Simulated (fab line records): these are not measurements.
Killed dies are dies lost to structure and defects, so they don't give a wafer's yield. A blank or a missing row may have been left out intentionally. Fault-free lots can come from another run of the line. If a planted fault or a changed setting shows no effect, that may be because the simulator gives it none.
Matching of chambers ; flow n5 finfet ; N5_BEOL_M1_ETCHBACK_99 on rie diel-02: 4 sister chambers
The step etches SiO2 in CHF3, target depth 5 nm, time 10.4 s. 18 wafers are shown with their chamber, then 9 later ones without.

WAFERS WITH THEIR CHAMBER
wafer;chamber;showerhead plenum p Torr (Torr);oes_f_703_au (a.u.);throttle valve pct (%)
L074.3;2;2.14;0.69;17.07
L074.4;1;2.11;0.90;16.67
L074.5;2;2.14;0.69;17.04
L075.2;0;1.99;0.79;17.21
L075.3;2;2.14;0.68;17.05
L075.5;1;2.11;0.89;16.65
L079.2;3;2.15;0.72;17.09
L079.3;1;2.11;0.89;16.67
L079.4;2;2.13;0.68;17.05
L085.1;2;2.13;0.68;17.08
L085.4;3;2.14;0.71;17.12
L085.5;2;2.13;0.68;17.07
L084.2;2;2.13;0.68;17.09
L084.4;2;2.13;0.68;17.07
L084.6;3;2.14;0.71;17.09
L086.1;2;2.13;0.68;17.09
L086.4;2;2.13;0.68;17.07
L086.6;3;2.14;0.70;17.12

SIGNATURES (averages over the wafers above)
reading;chamber 0;chamber 1;chamber 2;chamber 3;scatter within a chamber
showerhead plenum p Torr;1.9900;2.1100;2.1330;2.1425;0.00451
oes_f_703_au;0.7900;0.8933;0.6820;0.7100;0.00552
throttle valve pct;17.2100;16.6633;17.0680;17.1050;0.0163
Rule: for each reading, subtract the chamber's mean from the wafer's reading, divide by that reading's scatter and square the result; add these up over the readings and take the root, which gives the wafer's distance from the chamber. If the next closest chamber is less than 2 further off than the closest, the wafer can't be placed; otherwise it belongs to the closest. The scatter: the root of (the sum of the squares of (reading less its chamber's mean) over the shown wafers, divided by (wafers less chambers)).

WAFERS WITHOUT THEIR CHAMBER
wafer;showerhead plenum p Torr (Torr);oes_f_703_au (a.u.);throttle valve pct (%)
L087.1;2.11;0.87;16.69
L087.2;2.14;0.70;17.11
L087.3;1.99;0.77;17.23
L089.4;2.11;0.87;16.71
L089.5;1.99;0.77;17.24
L089.6;2.14;0.70;17.12
L093.1;1.98;0.77;17.23
L093.4;2.13;0.67;17.11
L093.6;2.13;0.67;17.10

THE CHAMBER EACH PASSED THROUGH
wafer;from the rows above;in truth
L087.1;1;1
L087.2;3;3
L087.3;0;0
L089.4;1;1
L089.5;0;0
L089.6;3;3
L093.1;0;0
L093.4;2;2
L093.6;2;2
Correctly placed: 9 of 9. Left unplaced by these rows: 0. Wrongly placed: 0.
